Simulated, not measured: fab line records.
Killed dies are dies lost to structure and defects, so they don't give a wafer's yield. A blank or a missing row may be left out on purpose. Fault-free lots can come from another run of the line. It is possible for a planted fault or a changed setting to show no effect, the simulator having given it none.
Code-filled problem report in 8D (eight disciplines) form -- flow nand harc -- the parts of the form that need people (team, actions taken, sign-off) are left out

## 1. PROBLEM STATEMENT
At NHARC_P_STI_INSPECT_11, raw defect count averages 1222 over 9 wafers from 3 lots, while fault-free wafers read 5, standard deviation 3.2. So: +99 or more standard deviations from the usual mean.
First observed at day 4 21:11: wafer L221.1, on defect inspect-02. The record holds 39 wafers of 13 lots with a number at this step. Rule for "out" (also "out of limits"): further than 4 standard deviations from the usual mean. The rest of the wafers with a number are treated as sound.

## 2. WHAT IT IS, AND WHAT IT ISN'T
question,is,is not
which readings at this step,raw defect count,-
which lots,"L220, L221, L222","L211, L213, L214, L218, L224, L226, L227, L231, L232, L233"
which wafers of those lots,all that have a number,-
read on which gauges,"defect inspect-01, defect inspect-02",-
when,from day 4 21:11,"up to then (12 sound wafers); but 18 sound wafers of L224, L226, L227, L231, L232, L233 came after"

## 3. THE SUSPECTS, EACH WITH WHAT RULES IT OUT
Counting: any tool at a process step up to the reading is kept as a suspect provided that every lot that is out went through it and no sound lot did after the first of them.
- the gauge at NHARC_P_STI_INSPECT_11 is ruled out. Those wafers that are out were read across 2 gauges (defect inspect-01, defect inspect-02).
- furnace-05 at NHARC_P_STI_OXIDE_29 (material SiO2, target thk 10 nm, ox time 1362 s): kept. It ran every lot that is out, first L220 (day 4 09:44), and no sound lot after that; its last sound lot up to then is L213 (day 2 08:25).
Remaining after the count: furnace-05 at NHARC_P_STI_OXIDE_29.

## 4. THE CAUSE (what the simulator had put in)
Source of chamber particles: furnace-05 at NHARC_P_STI_OXIDE_29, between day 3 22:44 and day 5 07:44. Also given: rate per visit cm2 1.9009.
The count eliminated every tool but this one.

## 5. THE EFFECT CHAIN, in route order
Each row: a reading whose mean over the struck wafers that have a number lies more than 3 standard deviations from the usual. Scope: only readings with a usual standard deviation given in the record; hours: median across lots of the time from each lot's start at the first step in this table that gives one to its start at this step; sigmas: change in usual standard deviations.
hours,step,reading,usual,on struck wafers,change,sigmas
0,NHARC_P_STI_INSPECT_11,raw defect count,5,1222,+1217,+99 or more
408,NHARC_END_SORT_01,killed at periphery,2.9,545.6,+542.7,+99 or more
408,NHARC_END_SORT_01,killed dies,32,563,+531,+48

## 6. WHAT WOULD HAVE CAUGHT IT SOONER
In this record the first reading out of limits at a measuring or inspecting step was taken at day 4 21:11, 22 hours after the fault began at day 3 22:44.
No tool reading at NHARC_P_STI_OXIDE_29 that has a usual standard deviation in the record was out on any struck wafer, so an alarm limit of 4 standard deviations on those readings would not have fired.
The start of NHARC_P_STI_OXIDE_29 on furnace-05 came by day 4 21:11 for every one of the lots that are out (3). Holding the tool at that point would not have protected any of them.
